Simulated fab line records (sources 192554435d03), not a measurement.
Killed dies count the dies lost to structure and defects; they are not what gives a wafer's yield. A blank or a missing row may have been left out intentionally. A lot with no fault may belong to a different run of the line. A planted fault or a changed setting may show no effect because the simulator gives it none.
Struck lot and sound lot, side by side | flow n5Finfet | 36 steps out of a route of 1938
Sound: these wafers, L449.2, L449.5, L449.6. Struck: wafer L463.2 (left out: L463.6, a lot-mate that was not struck); the cause follows at the end.
Order at every step that has rows: each side's tool, ch and its chambers, its first start. Under that, the readings that differ: sound wafers | struck wafers | difference of the means | sigmas: that difference in standard deviations of wafers without a fault.
alike: a reading whose means differ by less than 2 such deviations, as well as words and numbers matching on both sides. not compared: withheld readings; readings where some wafer has no value; bounds like >300 that might hide an equal value; numbers whose values overlap and for which the record gives no deviation.
Wherever a step has rows on one side only, a row that says differs or no value, or a row with sigmas, the two part there. When numbers do not overlap yet have no deviation, they are printed without sigmas and do not part them. A reading missing from all wafers of one side parts the sides only when that side holds two or more wafers.

first, 9 steps without rows for these wafers: N5_FIN_SAQP_PRECLEAN_42 (cleans in O3/DIW, time 60 s); N5_FIN_SAQP_PRECLEAN_00 (cleans in SC1, time 60 s); N5_FIN_SAQP_PRECLEAN_44 (cleans in SC2, time 45 s); N5_FIN_SAQP_SRD_01 (time 30 s); N5_FIN_SAQP_ALD_61 (deposits SiO2, target thk 4 nm, pulse time 1 s, purge time 2 s); N5_FIN_SAQP_DENSIFY_62 (time 60 s); N5_FIN_SAQP_HM_DEP_03 (deposits SiNx from SiH4/NH3/N2, target thk 38 nm, time 33.6 s); N5_FIN_SAQP_PECVD_47 (deposits a-Si from SiH4/He, target thk 45 nm, time 36.3 s); N5_FIN_SAQP_PECVD_48 (deposits SiNx from SiH4/NH3/N2, target thk 25 nm, time 22.1 s).
N5_FIN_SAQP_PECVD_06: deposits a-Si from SiH4/He, target thk 60 nm, time 48.1 s.
  sound on pecvd-03 ch 1,2, day 2 09:14; struck on pecvd-03 ch 1, day 5 20:58
reading                                    | sound             | struck | difference | sigmas
model.a-Si_of_FIN_SAQP_PECVD_06.thkNm (nm) | 60.08 61.19 60.88 | 30.25  | -30.47     | 
  alike: heaterPowerW, showerheadPlenumPTorr, throttleValvePct
N5_FIN_SAQP_THK_MEAS_07:
  sound: filmMetro-01 at day 2 09:19; struck: filmMetro-02 at day 5 21:03
reading    | sound          | struck | difference | sigmas
thkNm (nm) | 60.0 61.2 60.9 | 30.3   | -30.4      | -50
then, 15 steps without rows for these wafers: N5_FIN_SAQP_HM_DEP_72 (deposits SiO2 from SiH4/N2O, target thk 12 nm, time 7.2 s); N5_FIN_SAQP_COAT_49 (time 60 s, resist thk 100 nm); N5_FIN_SAQP_COAT_50 (time 60 s, resist thk 35 nm); N5_FIN_SAQP_COAT_10 (resist thk 90 nm); N5_FIN_SAQP_EBR_12; N5_FIN_SAQP_SOFTBAKE_11 (time 60 s); N5_FIN_SAQP_EXPOSE_13 (exposes mask FIN CORE, target cd 35.6 nm); N5_FIN_SAQP_PEB_14 (peb time 60 s); N5_FIN_SAQP_DEVELOP_15 (develop time 30 s); N5_FIN_SAQP_DESCUM_21 (chemistry O2, time 7.9 s); N5_FIN_SAQP_ETCH_51 (etches SiARC in CF4, target depth 45.5 nm, time 75.8 s); N5_FIN_SAQP_ETCH_52 (etches SOC in N2/H2, target depth 100 nm, overetch 20 nm, time 150 s); N5_FIN_SAQP_STRIP_53 (strips in N2/H2); N5_FIN_SAQP_HM_OPEN_73 (chemistry CHF3/O2, target SiO2, stops on a-Si, target depth 12 nm, time 16.8 s); N5_FIN_SAQP_STRIP_74 (strips in CHF3/O2).
N5_FIN_SAQP_MANDREL_ETCH_22: etches a-Si in HBr/Cl2, stops on SiNx, target depth 60 nm, bt time 10 s, time 30 s.
  sound on rieSi-01 ch 0,1,3, day 2 10:26; struck on rieSi-03 ch 0, day 5 21:55
reading                 | sound             | struck | difference | sigmas
oesProductAu (a.u.)     | 0.775 0.780 0.795 | 0.526  | -0.257     | -20
model.etch.depthNm (nm) | 60.08 61.15 60.88 | 30.18  | -30.52     | 
  alike: drypumpMotorCurrentA, heBacksideLeakSccm, throttleValvePct
  not compared: rfHoursCounterH
then, 5 steps without rows for these wafers: N5_FIN_SAQP_STRIP_55 (strips in N2/H2); N5_FIN_SAQP_STRIP_23 (strips in SPM, time 750 s); N5_FIN_SAQP_SRD_66 (time 30 s); N5_FIN_SAQP_RECESS_75 (chemistry HF/NH3, target SiO2, target depth 14.4 nm, afs cycles 3, sublimation time 60 s); N5_FIN_SAQP_SPACER1_ALD_24 (deposits SiO2, target thk 20.3 nm, pulse time 1 s, purge time 2 s).
N5_FIN_SAQP_SPACER1_ETCHBACK_25: etches SiO2 in CHF3/O2, target depth 24.4 nm, time 12.2 s.
  sound on rieDiel-06 ch 0,1, day 2 12:09; struck on rieDiel-05 ch 3, day 5 23:32
reading                                    | sound        | struck | difference | sigmas
drypumpMotorCurrentA (A)                   | 5.8 5.9 5.8  | 4.8    | -1.0       | -2
model.a-Si_of_FIN_SAQP_PECVD_06.thkNm (nm) | 59.2 60.2 60 | 29.2   | -30.6      | 
  alike: oesProductAu, rfVppV, showerheadPlenumPTorr, throttleValvePct
  not compared: rfHoursCounterH
then, 1 step without rows for these wafers: N5_FIN_SAQP_MANDREL1_REMOVE_56 (chemistry HBr/Cl2/O2, target a-Si, stops on SiNx, bt time 10 s).
-- the record jumps here: 6 days lie between the struck wafers' starts before and after (it left off in module FIN_SAQP and takes up again in module BEOL_M4, whose first step shown is number 1111 of the route) --
N5_BEOL_M4_RC_MEAS_101:
  sound on prober-02 ch 0, day 8 15:05; struck on prober-01 ch 0, day 12 05:20
reading       | sound                | struck | difference | sigmas
SS_N (mV/dec) | 71.6 71.8 71.9       | 70.7   | -1.1       | -2
VT_P (mV)     | -249.1 -247.9 -244.8 | -253.5 | -6.2       | -2
  alike: DIBL_N, DIBL_P, IOFF_N, IOFF_P, ION_N, ION_P, SS_P, VT_N
-- a jump in the record: the struck wafers' starts before and after are 4 days apart (it breaks off in module BEOL_M4 and resumes in module PASSIVATION, where the first step shown is number 1936 of the route) --
N5_PASSIVATION_PROBE_49:
  sound: prober-01 at day 13 06:16; struck: prober-01 at day 16 13:26
  alike: defectLimitedYield, killed_at_M0_to_M3, killed_at_M4_up, killedAtContacts, killedAtFrontEnd, killedAtOther, killedDies, killedOnRim, killedOpen, killedShort, sort_bin_5_function, sort_bin_6_memory, sortNPass, sortYieldPct

WHERE THEY PART
Earliest at N5_FIN_SAQP_THK_MEAS_07; latest, in this record, at N5_BEOL_M4_RC_MEAS_101. Later steps at which nothing parts them and some readings are alike: N5_PASSIVATION_PROBE_49.

WHY: what had been put in by the simulator
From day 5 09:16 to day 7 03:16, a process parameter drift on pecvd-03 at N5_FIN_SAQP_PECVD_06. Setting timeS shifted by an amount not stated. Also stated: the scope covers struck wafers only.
